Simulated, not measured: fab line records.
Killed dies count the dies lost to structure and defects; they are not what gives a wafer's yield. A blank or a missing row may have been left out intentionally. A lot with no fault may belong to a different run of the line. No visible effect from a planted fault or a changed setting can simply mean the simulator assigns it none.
fab line records	flow nand-harc
[record] lots = 6	wafers = 18	last-day = 32
route steps=1302 shown P_BONDPAD@360 END@1302
lots that met no fault: from a run of the same line without faults
start-h: start of the lot's first displayed wafer, in hours after the record's first day	wait-h: hours from the lot's prior step to this one	" identical to the entry in the row above	L1.1+2: a row that stands for several wafers	- no value, or no start given	* or withheld: withheld	< > ~ a bound
route shown NAME@n: names a module that has steps shown in the file, with the first one's number in the route	usual: mean/standard deviation taken from wafers without a fault	same: alike in all rows	chamber/n: place in a boat	sites: per-site readings	_std_site: standard deviation across them	_edge_site: outer sites' mean less inner sites'	radius-mm: how far each site lies from the wafer's centre	mask NAME#n: copy n	behind: the most recent tool/chamber to have shaped the wafer	hold: what put the lot on hold/how long, in hours/how the hold closed	device: the transistor (n, p or np) that didn't switch	end of line: at the end of the route, the tests of the same wafers	a step without rows: its recipe alone	killed: dies that structure and defects cost at the first sort, which is not the same as the wafer's yield	map: the dies of a wafer, with x for killed, . for not killed, _ for no die there
set.NAME: the setting that was run; set.NAME@STEP: the one run at that earlier step	model.NAME: the simulator's own value behind a step, which no gauge read
lots seen at some steps along the route; tables by step, rows by wafer
services: from which hour (start-h, from the record's first day; less than 0 if before it) a tool's chamber was out of use, for how many hours, and why
[[steps]]
[step NHARC_P_BONDPAD_EBR_05]
[step NHARC_P_BONDPAD_EXPOSE_06]
[recipe] na = 0.55	dose-mj = 37.06	mask-id = P_BPAD
[step NHARC_P_BONDPAD_PEB_07]
[recipe] peb-temp-c = 128	peb-time-s = 80
[step NHARC_P_BONDPAD_DEVELOP_08]
[recipe] time-s = 50	dev-temp-c = 22
[step NHARC_P_BONDPAD_CD_MEAS_09]
[recipe] target-cd-nm = 500	landing-energy-ev = 500
[usual] cd-nm = 500.4/1.9
lot.wafer	tool	chamber	start-h	wait-h	cd-nm
L293.1	cd-sem-03	0	154.42	-	502.6
L293.3	"	0	"	"	501.4
L293.5	"	0	"	"	502.7
L294.1	cd-sem-02	0	162.61	-	500.1
L294.2	"	0	"	"	499.9
L294.3	"	0	"	"	499.3
L305.2	cd-sem-01	0	277.38	-	497.7
L305.3	"	0	"	"	500.0
L305.6	"	0	"	"	500.6
L306.1	cd-sem-03	0	282.17	-	498.1
L306.3	"	0	"	"	502.4
L306.6	"	0	"	"	499.6
L308.1	cd-sem-03	0	299.82	-	498.1
L308.3	"	0	"	"	497.9
L308.6	"	0	"	"	495.5
L313.2	cd-sem-01	0	353.08	-	497.7
L313.5	"	0	"	"	499.1
L313.6	"	0	"	"	498.2
[step NHARC_P_BONDPAD_OVL_MEAS_38]
[usual] overlay-x-nm = 1/4.4	overlay-y-nm = 2/5.7
lot.wafer	tool	chamber	start-h	wait-h	overlay-x-nm	overlay-y-nm
L293.1	overlay-02	-	154.51	-	7	-2
L293.3	"	-	"	"	7	-3
L293.5	"	-	"	"	7	-3
L294.1	overlay-01	-	162.70	-	1	2
L294.2	"	-	"	"	1	2
L294.3	"	-	"	"	1	2
L305.2	overlay-02	-	277.47	-	-1	-2
L305.3	"	-	"	"	-1	-1
L305.6	"	-	"	"	-1	-1
L306.1	overlay-02	-	282.26	-	-6	-5
L306.3	"	-	"	"	-5	-5
L306.6	"	-	"	"	-5	-4
L308.1	overlay-01	-	299.91	-	3	8
L308.3	"	-	"	"	3	7
L308.6	"	-	"	"	3	8
L313.2	overlay-01	-	353.17	-	7	-7
L313.5	"	-	"	"	8	-7
L313.6	"	-	"	"	8	-7
[step NHARC_P_BONDPAD_HARDBAKE_10]
[recipe] temp-c = 118	time-s = 65
[step NHARC_P_BONDPAD_DESCUM_11]
[recipe] time-s = 3	o2-flow-sccm = 200	ar-flow-sccm = 0	bias-power-w = 0	chemistry = O2
[usual] drypump-motor-current-A = 5.7/0.36	oes-product-au = 0.999/0.011	rf-vpp-V = 57.8/0.82	showerhead-plenum-p-Torr = 1.93/0.064	throttle-valve-pct = 11.310/0.0093
lot.wafer	tool	chamber	start-h	wait-h	drypump-motor-current-A	oes-product-au	rf-hours-counter-h	rf-vpp-V	showerhead-plenum-p-Torr	throttle-valve-pct
L293.1	rie-diel-04	0	154.65	-	6.1	0.989	9.0	58.2	1.97	11.314
L293.3	"	2	"	"	6.3	1.002	8.4	58.2	1.91	11.307
L293.5	"	3	"	"	5.3	0.994	-	56.8	2.03	11.316
L294.1	rie-diel-04	0	162.82	-	6.0	0.986	9.5	56.8	1.97	11.323
L294.3	"	1	"	"	5.5	1.008	9.6	57.7	1.97	11.313
L294.2	"	2	"	"	6.4	0.992	9.2	57.8	1.91	11.287
L305.2	rie-diel-12	0	277.61	-	5.8	1.003	0	56.5	1.87	11.300
L305.3	"	1	"	"	5.4	1.015	0	58.6	1.90	11.317
L305.6	"	2	"	"	5.3	1.008	-	56.4	1.82	11.331
L306.1	rie-diel-12	3	282.38	-	5.8	1.008	0.3	57.3	2.01	11.311
L306.3	"	0	"	"	5.9	0.991	0.2	57.0	1.87	11.296
L306.6	"	0	"	"	5.8	1.010	-	57.9	1.87	11.316
L308.1	rie-diel-12	0	300.05	-	5.9	0.990	0.8	58.0	1.87	11.309
L308.3	"	1	"	"	5.3	1.008	0.8	59.0	1.90	11.303
L308.6	"	3	"	"	5.8	1.009	-	57.6	2.01	11.324
L313.2	rie-diel-12	1	353.29	-	5.3	0.998	1.9	58.6	1.90	11.309
L313.6	"	1	"	"	5.3	0.993	-	56.2	1.90	11.316
L313.5	"	2	"	"	5.3	1.017	-	56.8	1.82	11.318
[step NHARC_P_BONDPAD_ETCH_37]
[recipe] target-depth-a = 600	overetch-a = 180	time-s = 65.91	ion-energy-ev = 200	n2-flow-sccm = 150	h2-flow-sccm = 150	ar-flow-sccm = 0	rf-w = 400	bias-w = 150	chemistry = N2/H2
[usual] drypump-motor-current-A = 5.7/0.37	h2-flow-sccm = 150.0/0.41	oes-product-au = 0.999/0.01	rf-fwd-power-W = 396.4/1.5	rf-vpp-V = 431.1/2.2	showerhead-plenum-p-Torr = 2.06/0.072	throttle-valve-pct = 14.173/0.0095
lot.wafer	tool	chamber	start-h	wait-h	drypump-motor-current-A	h2-flow-sccm	oes-product-au	rf-fwd-power-W	rf-hours-counter-h	rf-vpp-V	showerhead-plenum-p-Torr	throttle-valve-pct
L293.1	rie-diel-04	3	154.72	0.1	5.3	149.5	0.986	396.0	8.4	434.3	2.17	14.175
L293.3	"	0	"	"	6.0	149.5	1.000	397.8	9.0	433.1	2.10	14.175
L293.5	"	0	"	"	6.1	150.1	0.985	398.0	-	431.8	2.10	14.146
L294.1	rie-diel-04	3	162.91	0.1	5.3	149.3	0.996	398.5	9.1	435.1	2.17	14.159
L294.2	"	1	"	"	5.5	150.1	1.001	398.2	9.6	432.1	2.10	14.175
L294.3	"	2	"	"	6.3	149.8	0.981	395.5	9.2	428.7	2.04	14.171
L305.2	rie-diel-12	2	277.68	0.1	5.3	149.9	1.011	398.0	0.0	427.0	1.93	14.166
L305.3	"	1	"	"	5.3	150.8	1.005	394.4	0.0	430.9	2.03	14.167
L305.6	"	3	"	"	5.8	150.1	1.021	395.3	-	433.9	2.14	14.175
L306.3	rie-diel-12	2	282.48	0.1	5.3	149.7	0.991	396.6	0.3	426.7	1.93	14.174
L306.1	"	3	"	"	5.8	149.6	1.010	395.2	0.3	431.6	2.14	14.153
L306.6	"	2	"	"	5.3	150.0	0.989	397.3	-	427.6	1.93	14.171
L308.1	rie-diel-12	0	300.13	0.1	5.8	150.5	1.001	395.5	0.8	427.5	1.99	14.182
L308.3	"	2	"	"	5.3	149.7	1.010	396.6	0.9	427.5	1.93	14.170
L308.6	"	3	"	"	5.8	150.1	1.015	396.1	-	433.7	2.14	14.161
L313.2	rie-diel-12	2	353.40	0.1	5.3	149.8	1.003	396.3	2.7	428.5	1.93	14.167
L313.6	"	3	"	"	5.8	149.7	1.003	394.9	-	432.7	2.14	14.173
L313.5	"	0	"	"	5.8	149.8	1.001	396.9	-	428.8	1.99	14.171
[step NHARC_P_BONDPAD_ETCH_12]
[recipe] target-depth-a = 2000	time-s = 100	chf3-flow-sccm = 50	o2-flow-sccm = 10	ar-flow-sccm = 200	rf-w = 500	bias-w = 200	chemistry = CHF3/O2
[usual] drypump-motor-current-A = 5.7/0.38	oes-product-au = 0.941/0.025	rf-fwd-power-W = 496.8/1.7	rf-vpp-V = 371.2/1.8	showerhead-plenum-p-Torr = 2.43/0.078	throttle-valve-pct = 20.573/0.009
lot.wafer	tool	chamber	start-h	wait-h	drypump-motor-current-A	oes-product-au	rf-fwd-power-W	rf-hours-counter-h	rf-vpp-V	showerhead-plenum-p-Torr	throttle-valve-pct
L293.1	rie-diel-04	2	-	-	6.3	0.916	496.4	8.4	370.0	2.40	20.572
L293.3	"	3	"	"	5.3	0.916	498.7	8.4	373.2	2.55	20.583
L293.5	"	3	"	"	5.3	0.915	495.6	-	372.3	2.55	20.588
L294.2	rie-diel-04	2	-	-	6.4	0.908	494.3	9.3	370.3	2.40	20.586
L294.1	"	0	"	"	6.0	0.910	499.8	9.5	372.9	2.47	20.585
L294.3	"	1	"	"	5.5	0.930	499.9	9.6	371.6	2.47	20.560
L305.3	rie-diel-12	3	-	-	5.8	0.967	496.2	0.0	372.8	2.51	20.566
L305.2	"	0	"	"	5.9	0.967	498.5	0.0	369.3	2.34	20.567
L305.6	"	2	"	"	5.3	0.962	495.7	-	367.0	2.29	20.561
L306.3	rie-diel-12	2	-	-	5.3	0.961	499.2	0.4	367.5	2.29	20.576
L306.1	"	3	"	"	5.8	0.961	497.8	0.3	374.3	2.51	20.568
L306.6	"	1	"	"	5.3	0.978	493.6	-	370.5	2.39	20.575
L308.3	rie-diel-12	3	-	-	5.8	0.924	496.7	1.0	373.4	2.51	20.573
L308.1	"	0	"	"	5.8	0.921	499.7	0.9	369.1	2.34	20.579
L308.6	"	1	"	"	5.3	0.927	494.7	-	371.0	2.39	20.579
L313.2	rie-diel-12	3	-	-	5.8	0.924	499.7	2.7	372.8	2.51	20.556
L313.5	"	0	"	"	5.8	0.926	496.0	-	370.3	2.34	20.572
L313.6	"	1	"	"	5.3	0.914	494.3	-	369.9	2.39	20.567
[step NHARC_P_BONDPAD_CD_MEAS_13]
[usual] cd-nm = 500.0/2
lot.wafer	tool	chamber	start-h	wait-h	cd-nm
L293.1	cd-sem-01	-	154.95	-	500.5
L293.3	"	-	"	"	500.4
L293.5	"	-	"	"	503.2
L294.1	cd-sem-01	-	163.14	-	498.8
L294.2	"	-	"	"	498.2
L294.3	"	-	"	"	498.8
L305.2	cd-sem-02	-	277.91	-	498.3
L305.3	"	-	"	"	499.1
L305.6	"	-	"	"	500.9
L306.1	cd-sem-01	-	282.70	-	498.2
L306.3	"	-	"	"	503.2
L306.6	"	-	"	"	500.3
L308.1	cd-sem-02	-	300.35	-	498.1
L308.3	"	-	"	"	496.3
L308.6	"	-	"	"	495.9
L313.2	cd-sem-02	-	353.61	-	497.3
L313.5	"	-	"	"	498.5
L313.6	"	-	"	"	498.0
[step NHARC_P_BONDPAD_STRIP_15]
[recipe] o2-flow-sccm = 500	ar-flow-sccm = 0	bias-w = 0	chemistry = O2
[usual] drypump-motor-current-A = 5.6/0.32	oes-product-au = 1.001/0.011	rf-vpp-V = 57.7/0.8	showerhead-plenum-p-Torr = 3.54/0.12	throttle-valve-pct = 17.036/0.0085
lot.wafer	tool	chamber	start-h	wait-h	drypump-motor-current-A	oes-product-au	rf-hours-counter-h	rf-vpp-V	showerhead-plenum-p-Torr	throttle-valve-pct
L293.1	rie-diel-12	1	155.03	0.1	5.3	0.980	2.0	58.1	3.52	17.030
L293.3	"	3	"	"	5.8	0.997	1.5	58.4	3.69	17.038
L293.5	"	1	"	"	5.3	0.978	-	58.8	3.51	17.037
L294.3	rie-diel-12	1	163.21	0.1	5.3	0.988	2.1	57.9	3.51	17.043
L294.1	"	3	"	"	5.8	1.000	1.6	58.0	3.69	17.064
L294.2	"	0	"	"	5.8	1.021	1.9	57.1	3.45	17.032
L305.2	rie-diel-12	2	277.99	0.1	5.2	1.004	0.1	58.1	3.36	17.030
L305.3	"	0	"	"	5.9	1.003	0.1	58.0	3.45	17.034
L305.6	"	1	"	"	5.4	1.006	-	57.8	3.51	17.063
L306.3	rie-diel-12	2	282.80	0.1	5.3	1.004	0.4	57.0	3.36	17.038
L306.1	"	3	"	"	5.8	1.012	0.3	56.8	3.69	17.034
L306.6	"	0	"	"	5.9	1.003	-	57.1	3.45	17.033
L308.1	rie-diel-04	2	300.46	0.1	6.3	1.004	3.9	58.0	3.52	17.036
L308.3	"	3	"	"	5.3	0.992	4.3	57.6	3.73	17.024
L308.6	"	1	"	"	5.5	1.013	-	57.9	3.62	17.037
L313.2	rie-diel-04	2	353.72	0.1	6.4	1.005	7.3	58.2	3.52	17.041
L313.6	"	0	"	"	6.1	0.986	-	58.2	3.62	17.036
L313.5	"	1	"	"	5.5	0.992	-	59.2	3.62	17.043
[step NHARC_P_BONDPAD_ETCH_24]
[recipe] target-depth-a = 300	over-etch-frac = 0.3	time-s = 72.99	ion-energy-ev = 150	cf4-flow-sccm = 50	n2-flow-sccm = 100	ar-flow-sccm = 150	rf-w = 300	bias-w = 100	chemistry = CF4/N2
[usual] drypump-motor-current-A = 5.6/0.33	oes-product-au = 1.001/0.011	rf-fwd-power-W = 297.8/0.96	rf-vpp-V = 314.2/1.7	showerhead-plenum-p-Torr = 2.63/0.087	throttle-valve-pct = 19.795/0.0091
lot.wafer	tool	chamber	start-h	wait-h	drypump-motor-current-A	oes-product-au	rf-fwd-power-W	rf-hours-counter-h	rf-vpp-V	showerhead-plenum-p-Torr	throttle-valve-pct
L293.3	rie-diel-12	3	155.19	-	5.8	0.994	296.8	1.5	315.7	2.75	19.784
L293.1	"	0	"	"	5.8	1.007	299.3	1.7	314.2	2.57	19.793
L293.5	"	2	"	"	5.2	1.024	297.5	-	312.9	2.50	19.812
L294.1	rie-diel-12	3	163.37	-	5.8	1.002	298.3	1.6	314.9	2.75	19.805
L294.2	"	0	"	"	5.9	1.012	298.1	1.9	311.6	2.56	19.811
L294.3	"	1	"	"	5.3	0.984	297.8	2.2	312.6	2.61	19.796
L305.3	rie-diel-12	3	278.13	-	5.8	1.013	298.7	0.1	316.9	2.75	19.784
L305.2	"	1	"	"	5.4	0.992	296.4	0.1	315.0	2.61	19.805
L305.6	"	0	"	"	5.8	0.749	179.0	-	312.0	2.56	19.807
L306.1	rie-diel-12	2	282.93	-	5.3	0.987	296.9	0.4	311.7	2.50	19.808
L306.3	"	3	"	"	5.8	1.023	297.5	0.4	317.1	2.75	19.806
L306.6	"	0	"	"	5.8	0.743	177.8	-	312.1	2.56	19.792
L308.1	rie-diel-04	3	300.58	-	5.3	1.004	298.6	4.3	318.6	2.78	19.799
L308.3	"	1	"	"	5.5	1.019	299.6	4.5	315.0	2.70	19.808
L308.6	"	0	"	"	6.0	1.001	297.9	-	315.5	2.69	19.800
L313.2	rie-diel-04	2	353.84	-	6.3	1.009	296.4	7.3	314.0	2.62	19.795
L313.5	"	1	"	"	5.5	1.000	299.1	-	315.4	2.70	19.797
L313.6	"	2	"	"	6.4	0.993	297.6	-	313.2	2.62	19.789
[step NHARC_P_BONDPAD_STRIP_16]
[recipe] time-s = 600	temp-c = 30	chemistry = post-etch-residue-remover
[step NHARC_END_SORT_01]
[recipe] temp-c = 25
[usual] defect-limited-yield = 90.1/2.6	killed-at-array = 63/17	killed-at-other = 0.8/1.1	killed-at-periphery = 3.5/3	killed-dies = 67/17	killed-open = 3.1/1.6	killed-short = 2.6/1.4
[same] gross-dies = 677
lot.wafer	tool	chamber	start-h	wait-h	defect-limited-yield[%]	killed-at-array	killed-at-other	killed-at-periphery	killed-dies	killed-open	killed-short
L294.1	prober-01	0	580.57	2.5	87.9	81	0	1	82	3	2
L294.2	prober-01	0	581.36	2.8	87.1	84	0	3	87	3	3
L294.3	prober-01	0	582.16	3.1	87.1	85	0	2	87	3	4
L293.1	prober-01	0	588.31	2.5	89.2	67	3	3	73	5	1
L293.3	prober-01	0	589.92	3.1	87.1	87	0	0	87	4	2
L293.5	prober-01	0	591.53	3.7	91.1	58	1	1	60	4	3
L305.2	prober-01	0	699.03	2.8	88.6	70	1	6	77	2	0
L305.3	prober-01	0	699.82	3.1	85.2	87	2	11	100	3	5
L305.6	prober-01	0	702.20	4.0	0	76	1	600	677	2	1
L306.1	prober-02	0	715.54	2.5	90.4	57	4	4	65	4	0
L306.3	prober-02	0	717.13	3.1	91.1	55	3	2	60	2	4
L306.6	prober-02	0	719.51	4.0	0	45	2	630	677	4	2
// killed by level:class
L294.1 A_CHANNEL_HOLE_D2:chamber-film-flake=28 A_SLIT:chamber-film-flake=25 A_STAIRCASE:chamber-film-flake=10 A_CONTACT:unspecified=6 A_CONTACT:chamber-film-flake=4 A_M1:chamber-film-flake=2 P_CONTACT:geometric-particle:open=1 A_ONON_D1:geometric-particle:open=1
L294.2 A_CHANNEL_HOLE_D2:chamber-film-flake=33 A_SLIT:chamber-film-flake=30 A_CONTACT:unspecified=4 A_STAIRCASE:chamber-film-flake=3 A_CONTACT:chamber-film-flake=3 A_M1:chamber-film-flake=3 P_M2:chamber-film-flake=2 P_CONTACT:geometric-particle:open=1
L294.3 A_CHANNEL_HOLE_D2:chamber-film-flake=36 A_SLIT:chamber-film-flake=26 A_STAIRCASE:chamber-film-flake=9 A_CONTACT:chamber-film-flake=4 A_CHANNEL_HOLE_D1:chamber-film-flake=2 P_STI:geometric-particle:short=1 P_GATE:geometric-particle:open=1 A_CHANNEL_HOLE_D1:geometric-particle:short=1
L293.1 A_CHANNEL_HOLE_D2:chamber-film-flake=30 A_CHANNEL_HOLE_D1:chamber-film-flake=29 HYBRID_BOND:chamber-film-flake=3 A_CONTACT:geometric-particle:open=2 A_STAIRCASE:chamber-film-flake=2 P_GATE:geometric-particle:open=1 P_CONTACT:geometric-particle:open=1 A_ONON_D1:geometric-particle:short=1
L293.3 A_CHANNEL_HOLE_D2:chamber-film-flake=36 A_CHANNEL_HOLE_D1:chamber-film-flake=34 A_STAIRCASE:chamber-film-flake=4 A_CONTACT:chamber-film-flake=3 A_M1:chamber-film-flake=2 A_ONON_D1:geometric-particle:short=1 A_ONON_D1:geometric-particle:open=1 A_CHANNEL_FILL_D2:geometric-particle:open=1
L293.5 A_CHANNEL_HOLE_D1:chamber-film-flake=23 A_CHANNEL_HOLE_D2:chamber-film-flake=21 A_CHANNEL_FILL_D1:chamber-film-flake=3 A_CONTACT:chamber-film-flake=3 A_ONON_D2:geometric-particle:open=2 A_CHANNEL_FILL_D1:geometric-particle:short=1 A_ONON_D2:geometric-particle:short=1 A_CHANNEL_HOLE_D2:geometric-particle:short=1
L305.2 A_SLIT:chamber-film-flake=37 A_CHANNEL_HOLE_D2:chamber-film-flake=12 A_CHANNEL_HOLE_D1:chamber-film-flake=5 A_STAIRCASE:chamber-film-flake=5 A_CONTACT:chamber-film-flake=3 P_BONDPAD:chamber-film-flake=2 A_CHANNEL_FILL_D2:chamber-film-flake=2 A_M0:chamber-film-flake=2
L305.3 A_SLIT:chamber-film-flake=32 A_CHANNEL_HOLE_D2:chamber-film-flake=21 A_CONTACT:chamber-film-flake=9 P_BONDPAD:chamber-film-flake=5 P_M1:chamber-film-flake=4 A_CHANNEL_HOLE_D1:chamber-film-flake=4 A_M0:chamber-film-flake=4 A_DECK1_JOINT:chamber-film-flake=3
L305.6 P_BONDPAD:area-etch=591 A_SLIT:chamber-film-flake=32 A_CHANNEL_HOLE_D2:chamber-film-flake=19 A_CHANNEL_HOLE_D1:chamber-film-flake=8 A_CONTACT:chamber-film-flake=8 P_BONDPAD:chamber-film-flake=3 P_GATE:chamber-film-flake=2 P_M1:chamber-film-flake=2
L306.1 A_CHANNEL_HOLE_D2:chamber-film-flake=24 A_CHANNEL_HOLE_D1:chamber-film-flake=12 A_CONTACT:chamber-film-flake=7 A_SLIT:chamber-film-flake=4 THIN_TSV:chamber-film-flake=4 P_BONDPAD:chamber-film-flake=2 A_CHANNEL_FILL_D2:chamber-film-flake=2 A_CHANNEL_FILL_D1:geometric-particle:open=1
L306.3 A_CHANNEL_HOLE_D2:chamber-film-flake=23 A_CHANNEL_HOLE_D1:chamber-film-flake=8 A_SLIT:chamber-film-flake=8 A_CONTACT:chamber-film-flake=8 THIN_TSV:chamber-film-flake=3 A_DECK1_JOINT:geometric-particle:short=1 A_CHANNEL_FILL_D2:geometric-particle:short=1 A_SLIT:geometric-particle:short=1
L306.6 P_BONDPAD:area-etch=629 A_CHANNEL_HOLE_D2:chamber-film-flake=22 A_CONTACT:chamber-film-flake=7 A_SLIT:chamber-film-flake=4 A_CHANNEL_HOLE_D1:chamber-film-flake=2 A_STAIRCASE:chamber-film-flake=2 THIN_TSV:chamber-film-flake=2 A_ONON_D1:geometric-particle:open=1
// map L305.6 (x killed, . not)
____________x____________
_________xxxxxxx_________
_______xxxxxxxxxxx_______
______xxxxxxxxxxxxx______
_____xxxxxxxxxxxxxxx_____
____xxxxxxxxxxxxxxxxx____
____xxxxxxxxxxxxxxxxx____
___xxxxxxxxxxxxxxxxxxx___
___xxxxxxxxxxxxxxxxxxx___
__xxxxxxxxxxxxxxxxxxxxx__
__xxxxxxxxxxxxxxxxxxxxx__
_xxxxxxxxxxxxxxxxxxxxxxx_
_xxxxxxxxxxxxxxxxxxxxxxx_
_xxxxxxxxxxxxxxxxxxxxxxx_
_xxxxxxxxxxxxxxxxxxxxxxx_
_xxxxxxxxxxxxxxxxxxxxxxx_
xxxxxxxxxxxxxxxxxxxxxxxxx
xxxxxxxxxxxxxxxxxxxxxxxxx
xxxxxxxxxxxxxxxxxxxxxxxxx
xxxxxxxxxxxxxxxxxxxxxxxxx
xxxxxxxxxxxxxxxxxxxxxxxxx
_xxxxxxxxxxxxxxxxxxxxxxx_
_xxxxxxxxxxxxxxxxxxxxxxx_
_xxxxxxxxxxxxxxxxxxxxxxx_
_xxxxxxxxxxxxxxxxxxxxxxx_
_xxxxxxxxxxxxxxxxxxxxxxx_
__xxxxxxxxxxxxxxxxxxxxx__
__xxxxxxxxxxxxxxxxxxxxx__
___xxxxxxxxxxxxxxxxxxx___
___xxxxxxxxxxxxxxxxxxx___
____xxxxxxxxxxxxxxxxx____
____xxxxxxxxxxxxxxxxx____
_____xxxxxxxxxxxxxxx_____
______xxxxxxxxxxxxx______
_______xxxxxxxxxxx_______
_________xxxxxxx_________
____________x____________
// map L306.6 (x killed, . not)
____________x____________
_________xxxxxxx_________
_______xxxxxxxxxxx_______
______xxxxxxxxxxxxx______
_____xxxxxxxxxxxxxxx_____
____xxxxxxxxxxxxxxxxx____
____xxxxxxxxxxxxxxxxx____
___xxxxxxxxxxxxxxxxxxx___
___xxxxxxxxxxxxxxxxxxx___
__xxxxxxxxxxxxxxxxxxxxx__
__xxxxxxxxxxxxxxxxxxxxx__
_xxxxxxxxxxxxxxxxxxxxxxx_
_xxxxxxxxxxxxxxxxxxxxxxx_
_xxxxxxxxxxxxxxxxxxxxxxx_
_xxxxxxxxxxxxxxxxxxxxxxx_
_xxxxxxxxxxxxxxxxxxxxxxx_
xxxxxxxxxxxxxxxxxxxxxxxxx
xxxxxxxxxxxxxxxxxxxxxxxxx
xxxxxxxxxxxxxxxxxxxxxxxxx
xxxxxxxxxxxxxxxxxxxxxxxxx
xxxxxxxxxxxxxxxxxxxxxxxxx
_xxxxxxxxxxxxxxxxxxxxxxx_
_xxxxxxxxxxxxxxxxxxxxxxx_
_xxxxxxxxxxxxxxxxxxxxxxx_
_xxxxxxxxxxxxxxxxxxxxxxx_
_xxxxxxxxxxxxxxxxxxxxxxx_
__xxxxxxxxxxxxxxxxxxxxx__
__xxxxxxxxxxxxxxxxxxxxx__
___xxxxxxxxxxxxxxxxxxx___
___xxxxxxxxxxxxxxxxxxx___
____xxxxxxxxxxxxxxxxx____
____xxxxxxxxxxxxxxxxx____
_____xxxxxxxxxxxxxxx_____
______xxxxxxxxxxxxx______
_______xxxxxxxxxxx_______
_________xxxxxxx_________
____________x____________
[[services]]
tool	chamber	start-h	hours	kind
rie-diel-12	0	131.90	5.8	repair
rie-diel-12	0	149.40	-	clean
rie-diel-12	1	149.40	-	clean
rie-diel-12	2	149.40	-	clean
rie-diel-12	3	149.40	-	clean
rie-diel-12	-	164.53	0.6	repair
rie-diel-12	1	166.11	5.9	repair
rie-diel-12	0	173.90	-	clean
rie-diel-12	1	173.90	-	clean
rie-diel-12	2	173.90	-	clean
rie-diel-12	3	173.90	-	clean
rie-diel-04	-	177.90	9.0	pm
rie-diel-12	-	192.85	0.4	repair
rie-diel-12	0	198.42	-	clean
rie-diel-12	1	198.42	-	clean
rie-diel-12	2	198.42	-	clean
rie-diel-12	3	198.42	-	clean
rie-diel-12	1	211.64	2.7	repair
rie-diel-04	-	217.25	0.9	repair
rie-diel-12	-	239.77	0.6	repair
rie-diel-12	-	268.40	9.0	pm
rie-diel-04	-	270.35	0.4	repair
rie-diel-12	1	324.50	12.4	repair
rie-diel-12	-	339.68	0.1	repair
[[key]]
[first-sign] step = NHARC_P_BONDPAD_ETCH_24	reading = rf-fwd-power-W	direction = down	sigmas = 99+	usual = *	struck = *
[effect] step = NHARC_P_BONDPAD_ETCH_24	reading = oes-product-au	direction = down	sigmas = 23	usual = 1.001	struck = 0.746
[effect] step = NHARC_END_SORT_01	reading = killed-at-periphery	direction = up	sigmas = 99+	usual = 3.5	struck = 615
[more-kills-born-at] NHARC_P_BONDPAD_ETCH_24@rie-diel-12 = 1220
met-at NHARC_P_BONDPAD_ETCH_24
struck-wafers L305.6,L306.6
later-rows-left-out L305.6,L306.6
onset-between 163.37 278.13
[fault] kind = process-parameter-drift	tool = rie-diel-12	chamber = 0	onset-h = 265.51	steps = NHARC_P_BONDPAD_ETCH_24	channel = rf-w	offset = *	shape = step	end-h = 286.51	acts-in = *	stated = *
// later-rows-left-out: the simulator's readings of these wafers behind a module that went badly wrong aren't trusted and aren't shown, but for the sort
